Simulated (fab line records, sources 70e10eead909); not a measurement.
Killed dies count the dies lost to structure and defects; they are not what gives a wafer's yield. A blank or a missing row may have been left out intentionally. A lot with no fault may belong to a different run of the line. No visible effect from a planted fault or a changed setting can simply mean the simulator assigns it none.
fab line records / flow nandHarc / part 2 of 2: steps 43 to 43 of 43
[record] lots = 6 wafers = 18 lastDay = 35
route steps=1302 shown THIN_TSV@1255 END@1301
lots that met no fault: from a run of the same line without faults
startH: hours from the record's opening day to when the first of the lot's shown wafers began / waitH: hours since the lot's step before / " as in the row above / L1.1+2: one row covering several wafers at once / - no value present, or no start provided / * or withheld: withheld / < > ~ a bound
route shown NAME@n: a module of which the file shows steps, and the number in the route of the first / usual: mean/standard deviation taken from wafers without a fault / same: alike in all rows / chamber/n: place in a boat / sites: readings site by site / _std_site: standard deviation of those values / _edge_site: the outer-site mean with the inner-site mean subtracted / radiusMm: for every site, how far away it sits from the centre of the wafer / mask NAME#n: copy n / behind: the most recent tool/chamber to have shaped the wafer / hold: the reason the lot was held/the length of the hold in hours/how it ended / device: the transistor (n, p or np) that didn't switch / end of line: at the end of the route, the tests of the same wafers / a step with no rows: only its recipe / killed: at the first sort, the dies lost to defects and structure; wafer yield is something else / map: dies across one wafer; x = killed, . = not, _ = none there
set.NAME: the setting that was run; set.NAME@STEP: the one run at that earlier step / model.NAME: the simulator's own value behind a step, which no gauge read
certain route steps with their lots: each step a table, each wafer a row
services: from which hour (startH, from the record's first day; less than 0 if before it) a tool's chamber was out of use, for how many hours, and why
[[steps]]
[step NHARC_END_SORT_01]
[recipe] tempC = 25
[usual] defectLimitedYield = 92.9/2.4 killedAtArray = 44/16 killedAtOther = 0.6/1.1 killedAtPeriphery = 3.9/2.6 killedDies = 48/16 killedOpen = 3.1/1.9 killedShort = 2.4/1.8 sort_bin_2_pct = 2.6/1 sort_bin_3_pct = 0.6/0.39 sort_bin_4_pct = 4.0/1.4 sortNPass = 629/16 sortRimYieldPct = 89/4.3 sortYieldPct = 92.9/2.4
[same] grossDies = 677 sort_bin_5_pct[%] = 0 sort_bin_6_pct[%] = 0 sort_bin_7_pct[%] = 0 sort_bin_8_pct[%] = 0 sortRimNGross = 106.00
lot.wafer=L527.3 tool=prober-01 chamber=0 startH=586.52 waitH=3.1 hold=- defectLimitedYield[%]=88.5 killedAtArray=75 killedAtOther=0 killedAtPeriphery=3 killedDies=78 killedOpen=4 killedShort=2 sort_bin_2_pct[%]=4.0 sort_bin_3_pct[%]=0.9 sort_bin_4_pct[%]=6.6 sortNPass=599 sortRimYieldPct[%]=85 sortYieldPct[%]=88.5
lot.wafer=L527.5 tool=prober-01 chamber=0 startH=588.10 waitH=3.6 hold=- defectLimitedYield[%]=92.3 killedAtArray=46 killedAtOther=1 killedAtPeriphery=5 killedDies=52 killedOpen=6 killedShort=0 sort_bin_2_pct[%]=3.4 sort_bin_3_pct[%]=1.2 sort_bin_4_pct[%]=3.1 sortNPass=625 sortRimYieldPct[%]=85 sortYieldPct[%]=92.3
lot.wafer=L527.6 tool=prober-01 chamber=0 startH=588.89 waitH=3.9 hold=- defectLimitedYield[%]=89.1 killedAtArray=68 killedAtOther=0 killedAtPeriphery=6 killedDies=74 killedOpen=2 killedShort=2 sort_bin_2_pct[%]=4.1 sort_bin_3_pct[%]=1.6 sort_bin_4_pct[%]=5.2 sortNPass=603 sortRimYieldPct[%]=91 sortYieldPct[%]=89.1
lot.wafer=L524.2 tool=prober-01 chamber=0 startH=594.57 waitH=2.8 hold=- defectLimitedYield[%]=91.9 killedAtArray=51 killedAtOther=0 killedAtPeriphery=4 killedDies=55 killedOpen=4 killedShort=0 sort_bin_2_pct[%]=3.0 sort_bin_3_pct[%]=0.9 sort_bin_4_pct[%]=4.3 sortNPass=622 sortRimYieldPct[%]=84 sortYieldPct[%]=91.9
lot.wafer=L524.5 tool=prober-01 chamber=0 startH=597.01 waitH=3.8 hold=- defectLimitedYield[%]=87.0 killedAtArray=81 killedAtOther=0 killedAtPeriphery=7 killedDies=88 killedOpen=4 killedShort=5 sort_bin_2_pct[%]=4.6 sort_bin_3_pct[%]=1.5 sort_bin_4_pct[%]=6.9 sortNPass=589 sortRimYieldPct[%]=88 sortYieldPct[%]=87.0
lot.wafer=L524.6 tool=prober-01 chamber=0 startH=597.83 waitH=4.1 hold=- defectLimitedYield[%]=92.0 killedAtArray=51 killedAtOther=1 killedAtPeriphery=2 killedDies=54 killedOpen=1 killedShort=2 sort_bin_2_pct[%]=2.7 sort_bin_3_pct[%]=1.2 sort_bin_4_pct[%]=4.1 sortNPass=623 sortRimYieldPct[%]=84 sortYieldPct[%]=92.0
lot.wafer=L541.1 tool=prober-01 chamber=0 startH=759.35 waitH=2.5 hold=- defectLimitedYield[%]=92.0 killedAtArray=47 killedAtOther=5 killedAtPeriphery=2 killedDies=54 killedOpen=3 killedShort=1 sort_bin_2_pct[%]=2.7 sort_bin_3_pct[%]=0.3 sort_bin_4_pct[%]=5.0 sortNPass=623 sortRimYieldPct[%]=87 sortYieldPct[%]=92.0
lot.wafer=L541.2 tool=prober-01 chamber=0 startH=760.15 waitH=2.8 hold=- defectLimitedYield[%]=93.1 killedAtArray=44 killedAtOther=2 killedAtPeriphery=1 killedDies=47 killedOpen=1 killedShort=3 sort_bin_2_pct[%]=2.8 sort_bin_3_pct[%]=0.6 sort_bin_4_pct[%]=3.5 sortNPass=630 sortRimYieldPct[%]=86 sortYieldPct[%]=93.1
lot.wafer=L541.4 tool=prober-01 chamber=0 startH=761.74 waitH=3.4 hold=- defectLimitedYield[%]=92.9 killedAtArray=46 killedAtOther=0 killedAtPeriphery=2 killedDies=48 killedOpen=5 killedShort=2 sort_bin_2_pct[%]=1.6 sort_bin_3_pct[%]=1.0 sort_bin_4_pct[%]=4.4 sortNPass=629 sortRimYieldPct[%]=83 sortYieldPct[%]=92.9
lot.wafer=L544.4 tool=prober-02 chamber=0 startH=790.17 waitH=3.4 hold=awaitDispo/1.7h/release defectLimitedYield[%]=93.5 killedAtArray=40 killedAtOther=0 killedAtPeriphery=4 killedDies=44 killedOpen=4 killedShort=2 sort_bin_2_pct[%]=2.7 sort_bin_3_pct[%]=0.6 sort_bin_4_pct[%]=3.2 sortNPass=633 sortRimYieldPct[%]=86 sortYieldPct[%]=93.5
lot.wafer=L544.5 tool=prober-02 chamber=0 startH=790.98 waitH=3.7 hold=awaitDispo/1.7h/release defectLimitedYield[%]=78.3 killedAtArray=35 killedAtOther=107 killedAtPeriphery=5 killedDies=147 killedOpen=1 killedShort=3 sort_bin_2_pct[%]=9.3 sort_bin_3_pct[%]=5.3 sort_bin_4_pct[%]=7.1 sortNPass=530 sortRimYieldPct[%]=89 sortYieldPct[%]=78.3
lot.wafer=L544.6 tool=prober-02 chamber=0 startH=791.78 waitH=4.0 hold=awaitDispo/1.7h/release defectLimitedYield[%]=93.8 killedAtArray=39 killedAtOther=0 killedAtPeriphery=3 killedDies=42 killedOpen=1 killedShort=2 sort_bin_2_pct[%]=2.5 sort_bin_3_pct[%]=0.1 sort_bin_4_pct[%]=3.5 sortNPass=635 sortRimYieldPct[%]=91 sortYieldPct[%]=93.8
lot.wafer=L543.3 tool=prober-01 chamber=0 startH=814.98 waitH=3.1 hold=awaitDispo/1.9h/release defectLimitedYield[%]=95.9 killedAtArray=21 killedAtOther=0 killedAtPeriphery=7 killedDies=28 killedOpen=6 killedShort=1 sort_bin_2_pct[%]=1.5 sort_bin_3_pct[%]=0.4 sort_bin_4_pct[%]=2.2 sortNPass=649 sortRimYieldPct[%]=92 sortYieldPct[%]=95.9
lot.wafer=L543.4 tool=prober-01 chamber=0 startH=815.77 waitH=3.4 hold=awaitDispo/1.9h/release defectLimitedYield[%]=79.6 killedAtArray=34 killedAtOther=103 killedAtPeriphery=1 killedDies=138 killedOpen=2 killedShort=2 sort_bin_2_pct[%]=10.3 sort_bin_3_pct[%]=4.9 sort_bin_4_pct[%]=5.2 sortNPass=539 sortRimYieldPct[%]=84 sortYieldPct[%]=79.6
lot.wafer=L543.6 tool=prober-01 chamber=0 startH=817.36 waitH=4.0 hold=awaitDispo/1.9h/release defectLimitedYield[%]=95.4 killedAtArray=28 killedAtOther=0 killedAtPeriphery=3 killedDies=31 killedOpen=2 killedShort=5 sort_bin_2_pct[%]=1.6 sort_bin_3_pct[%]=0.3 sort_bin_4_pct[%]=2.7 sortNPass=646 sortRimYieldPct[%]=90 sortYieldPct[%]=95.4
lot.wafer=L545.1 tool=prober-01 chamber=0 startH=825.15 waitH=2.5 hold=- defectLimitedYield[%]=92.9 killedAtArray=44 killedAtOther=0 killedAtPeriphery=4 killedDies=48 killedOpen=1 killedShort=0 sort_bin_2_pct[%]=3.4 sort_bin_3_pct[%]=0.4 sort_bin_4_pct[%]=3.2 sortNPass=629 sortRimYieldPct[%]=86 sortYieldPct[%]=92.9
lot.wafer=L545.4 tool=prober-01 chamber=0 startH=827.55 waitH=3.4 hold=- defectLimitedYield[%]=93.1 killedAtArray=47 killedAtOther=0 killedAtPeriphery=0 killedDies=47 killedOpen=2 killedShort=0 sort_bin_2_pct[%]=2.8 sort_bin_3_pct[%]=0.7 sort_bin_4_pct[%]=3.4 sortNPass=630 sortRimYieldPct[%]=81 sortYieldPct[%]=93.1
lot.wafer=L545.6 tool=prober-01 chamber=0 startH=829.16 waitH=4.0 hold=- defectLimitedYield[%]=93.2 killedAtArray=44 killedAtOther=0 killedAtPeriphery=2 killedDies=46 killedOpen=1 killedShort=2 sort_bin_2_pct[%]=3.2 sort_bin_3_pct[%]=0.7 sort_bin_4_pct[%]=2.8 sortNPass=631 sortRimYieldPct[%]=87 sortYieldPct[%]=93.2
// killed by level:class
L527.3 A_CHANNEL_HOLE_D1:chamberFilmFlake=33 A_CHANNEL_HOLE_D2:chamberFilmFlake=16 A_SLIT:chamberFilmFlake=16 A_STAIRCASE:chamberFilmFlake=3 A_WL_FILL:chamberFilmFlake=2 P_CONTACT:geometricParticle:open=1 P_M0:geometricParticle:open=1 A_ONON_D1:geometricParticle:short=1
L527.5 A_SLIT:chamberFilmFlake=16 A_CHANNEL_HOLE_D2:chamberFilmFlake=15 A_CHANNEL_HOLE_D1:chamberFilmFlake=8 P_M0:geometricParticle:open=2 P_ZERO_WELL:chamberFilmFlake=2 P_GATE:geometricParticle:open=1 A_WL_FILL:geometricParticle:open=1 A_CONTACT:geometricParticle:open=1
L527.6 A_CHANNEL_HOLE_D2:chamberFilmFlake=27 A_CHANNEL_HOLE_D1:chamberFilmFlake=19 A_SLIT:chamberFilmFlake=14 P_ZERO_WELL:chamberFilmFlake=3 P_BONDPAD:chamberFilmFlake=2 A_STAIRCASE:chamberFilmFlake=2 P_CONTACT:geometricParticle:open=1 A_CHANNEL_HOLE_D1:geometricParticle:short=1
L524.2 A_CHANNEL_HOLE_D2:chamberFilmFlake=15 A_SLIT:chamberFilmFlake=15 A_CHANNEL_HOLE_D1:chamberFilmFlake=11 P_STI:chamberFilmFlake=3 A_CONTACT:chamberFilmFlake=3 A_CHANNEL_FILL_D1:chamberFilmFlake=2 A_ONON_D1:geometricParticle:open=1 A_CHANNEL_HOLE_D1:geometricParticle:open=1
L524.5 A_CHANNEL_HOLE_D1:chamberFilmFlake=28 A_CHANNEL_HOLE_D2:chamberFilmFlake=23 A_SLIT:chamberFilmFlake=15 P_ZERO_WELL:chamberFilmFlake=3 A_CONTACT:chamberFilmFlake=3 A_CHANNEL_FILL_D2:chamberFilmFlake=2 A_STAIRCASE:chamberFilmFlake=2 P_M0:geometricParticle:short=1
L524.6 A_CHANNEL_HOLE_D2:chamberFilmFlake=18 A_SLIT:chamberFilmFlake=16 A_CHANNEL_HOLE_D1:chamberFilmFlake=6 A_CONTACT:chamberFilmFlake=4 A_STAIRCASE:chamberFilmFlake=3 A_DECK1_JOINT:chamberFilmFlake=2 P_M0:geometricParticle:open=1 A_ONON_D1:geometricParticle:short=1
L541.1 A_CHANNEL_HOLE_D2:chamberFilmFlake=17 A_CHANNEL_HOLE_D1:chamberFilmFlake=12 A_CONTACT:chamberFilmFlake=7 THIN_TSV:chamberFilmFlake=5 A_SLIT:chamberFilmFlake=3 P_GATE:chamberFilmFlake=2 A_WL_FILL:chamberFilmFlake=2 A_DECK1_JOINT:geometricParticle:open=1
L541.2 A_CHANNEL_HOLE_D2:chamberFilmFlake=12 A_CONTACT:chamberFilmFlake=12 A_CHANNEL_HOLE_D1:chamberFilmFlake=9 A_SLIT:chamberFilmFlake=6 THIN_TSV:chamberFilmFlake=2 P_CONTACT:geometricParticle:open=1 A_CHANNEL_FILL_D1:geometricParticle:short=1 A_CHANNEL_FILL_D2:geometricParticle:short=1
L541.4 A_CHANNEL_HOLE_D2:chamberFilmFlake=15 A_CHANNEL_HOLE_D1:chamberFilmFlake=9 A_CONTACT:chamberFilmFlake=7 A_SLIT:chamberFilmFlake=5 A_STAIRCASE:chamberFilmFlake=3 A_WL_FILL:geometricParticle:open=2 A_DECK1_JOINT:chamberFilmFlake=2 P_GATE:geometricParticle:open=1
L544.4 A_CHANNEL_HOLE_D2:chamberFilmFlake=19 A_SLIT:chamberFilmFlake=8 A_CONTACT:chamberFilmFlake=5 P_M0:geometricParticle:open=1 A_CHANNEL_HOLE_D1:geometricParticle:short=1 A_CHANNEL_FILL_D1:geometricParticle:open=1 A_CHANNEL_FILL_D1:geometricParticle:short=1 A_CHANNEL_FILL_D2:geometricParticle:open=1
L544.5 THIN_TSV:unspecified=107 A_CHANNEL_HOLE_D2:chamberFilmFlake=19 A_SLIT:chamberFilmFlake=4 A_STAIRCASE:chamberFilmFlake=3 A_CONTACT:chamberFilmFlake=3 P_GATE:chamberFilmFlake=2 P_BONDPAD:chamberFilmFlake=2 A_CHANNEL_HOLE_D1:geometricParticle:short=1
L544.6 A_CHANNEL_HOLE_D2:chamberFilmFlake=16 A_SLIT:chamberFilmFlake=9 A_STAIRCASE:chamberFilmFlake=5 A_CHANNEL_HOLE_D1:chamberFilmFlake=3 P_GATE:chamberFilmFlake=2 A_CHANNEL_FILL_D1:geometricParticle:open=1 A_CHANNEL_FILL_D1:geometricParticle:short=1 A_SGD_CUT:geometricParticle:short=1
L543.3 A_SLIT:chamberFilmFlake=12 A_CHANNEL_HOLE_D1:chamberFilmFlake=5 P_M0:geometricParticle:open=3 P_M2:chamberFilmFlake=2 P_GATE:geometricParticle:open=1 P_CONTACT:geometricParticle:open=1 A_CHANNEL_FILL_D2:geometricParticle:open=1 A_CHANNEL_FILL_D2:geometricParticle:short=1
L543.4 THIN_TSV:unspecified=103 A_SLIT:chamberFilmFlake=18 A_CHANNEL_HOLE_D1:chamberFilmFlake=9 P_CONTACT:geometricParticle:short=1 A_WL_FILL:geometricParticle:short=1 A_CONTACT:geometricParticle:open=1 A_M0:geometricParticle:open=1 A_DECK1_JOINT:chamberFilmFlake=1
L543.6 A_SLIT:chamberFilmFlake=13 A_CHANNEL_HOLE_D1:chamberFilmFlake=4 A_ONON_D2:geometricParticle:short=2 A_ONON_D2:geometricParticle:open=1 A_CHANNEL_FILL_D2:geometricParticle:short=1 A_STAIRCASE:geometricParticle:short=1 A_SGD_CUT:geometricParticle:open=1 A_WL_FILL:geometricParticle:short=1
L545.1 A_SLIT:chamberFilmFlake=17 A_CHANNEL_HOLE_D1:chamberFilmFlake=9 A_CONTACT:chamberFilmFlake=7 A_WL_FILL:chamberFilmFlake=4 P_ZERO_WELL:chamberFilmFlake=3 A_CHANNEL_HOLE_D2:chamberFilmFlake=2 A_STAIRCASE:chamberFilmFlake=2 A_BONDPAD:chamberFilmFlake=2
L545.4 A_SLIT:chamberFilmFlake=18 A_CHANNEL_HOLE_D1:chamberFilmFlake=13 A_CHANNEL_HOLE_D2:chamberFilmFlake=5 A_CONTACT:chamberFilmFlake=5 A_WL_FILL:chamberFilmFlake=4 A_ONON_D2:geometricParticle:open=1 A_CONTACT:geometricParticle:open=1
L545.6 A_SLIT:chamberFilmFlake=18 A_CONTACT:chamberFilmFlake=9 A_CHANNEL_HOLE_D1:chamberFilmFlake=8 A_CHANNEL_HOLE_D2:chamberFilmFlake=3 A_ONON_D1:geometricParticle:short=2 P_GATE:chamberFilmFlake=2 A_WL_FILL:chamberFilmFlake=2 A_M0:geometricParticle:open=1
// map L543.4 (x killed, . not)
____________.____________
_________......._________
_______..........._______
______.............______
_____..............._____
____.................____
____................x____
___..................x___
___.................x.___
__...................xx__
__...................xx__
_.....................xx_
_....................xxx_
_.....................xx_
_..........x..........xx_
_....................x.._
.....................x.x.
.........................
..............xx.........
............xxxxxx.x.....
........x..xxxxxxx.x.....
_......x...xxxxxxxxx...._
_..........xxxxxxxxx...._
_.........xxxxxxxxxx...._
_........x..xxxxxxx.x..._
_..........xxxxxxxxx...._
__........xxxxxxxxxx...__
__x.......xxxxxxxxx....__
___.........xxxxxxx..x___
___.........xxxxxx.x..___
____........xx.xxxx..____
____.........x.......____
_____..x.......x...._____
______......x......______
_______.x..xx....._______
_________xxxx..._________
____________x____________
// map L544.5 (x killed, . not)
____________.____________
_________......._________
_______....x......_______
______.............______
_____.....x........._____
____.....x...........____
____.................____
___...................___
___...................___
__..x..................__
__..x.............x....__
_......................._
_......................._
_................x......_
_......................._
_......................._
......xx.................
......x......x...........
............xxxxxxx......
........x.x.xxxxxx.......
............xxxxxxx....x.
_...........xxxxxxx....._
_.........xxxxxxxxxx..x._
_.........xxxxxxxxxx...x_
_.........xxxxxxxxxx..x._
_..........xxxxxxxxx...x_
__........xxxxxxxxx....__
__.....x...xxxxxxxxx...__
___........xxxxxxxx...___
___.........xxxxx.x...___
____.......x.xxxxx..x____
____...x...xx..x.....____
_____...x.x.....x..._____
______....x.xx.....______
_______x.x.xxxx..._______
_________xxxxx.x_________
____________x____________
[[services]]
tool=cmp-03 chamber=- startH=564.43 hours=0.8 kind=repair
tool=cmp-01 chamber=- startH=577.57 hours=4.0 kind=pm
tool=cmp-02 chamber=- startH=578.83 hours=1.8 kind=repair
tool=pvdSputter-01 chamber=- startH=582.04 hours=10.0 kind=pm
tool=pecvd-02 chamber=- startH=589.14 hours=13.0 kind=pm
tool=cmp-01 chamber=- startH=593.78 hours=1.9 kind=repair
tool=cmp-02 chamber=- startH=607.43 hours=3.9 kind=repair
tool=cmp-03 chamber=- startH=611.95 hours=4.0 kind=pm
tool=cmp-02 chamber=- startH=624.58 hours=4.0 kind=pm
tool=rieMetal-02 chamber=- startH=631.00 hours=9.0 kind=pm
tool=pecvd-04 chamber=- startH=631.68 hours=13.0 kind=pm
tool=pvdSputter-02 chamber=- startH=638.06 hours=10.0 kind=pm
tool=pvdSputter-01 chamber=- startH=638.48 hours=5.0 kind=repair
tool=rieMetal-02 chamber=- startH=651.85 hours=0.7 kind=repair
tool=cmp-01 chamber=- startH=655.85 hours=0.8 kind=repair
tool=cmp-03 chamber=- startH=668.02 hours=0.5 kind=repair
tool=pvdSputter-01 chamber=- startH=672.18 hours=4.0 kind=repair
tool=pvdSputter-03 chamber=- startH=675.07 hours=9.9 kind=repair
tool=pvdSputter-03 chamber=- startH=704.06 hours=10.0 kind=pm
tool=pvdSputter-02 chamber=- startH=713.26 hours=3.9 kind=repair
tool=pecvd-02 chamber=1 startH=716.19 hours=2.3 kind=repair
tool=pvdSputter-01 chamber=- startH=760.04 hours=10.0 kind=pm
tool=pecvd-02 chamber=- startH=770.14 hours=13.0 kind=pm
tool=pvdSputter-01 chamber=- startH=787.22 hours=3.9 kind=repair
[[key]]
[firstSign] step = NHARC_END_SORT_01 reading = killedAtOther direction = up sigmas = 99 usual = 0.6 struck = 105
[effect] step = NHARC_END_SORT_01 reading = killedDies direction = up sigmas = 5.8 usual = 48 struck = 142
[moreKillsBornAt] NHARC_THIN_TSV_DEP_47@pecvd-02 = 210
metAt NHARC_THIN_TSV_DEP_47
struckWafers L543.4,L544.5
onsetBetween 570.61 766.29
[fault] kind = chamberParticleSource tool = pecvd-02 chamber = 2 onsetH = 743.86 steps = NHARC_THIN_TSV_DEP_47 ratePerVisitCm2 = 1.9586 endH = 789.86
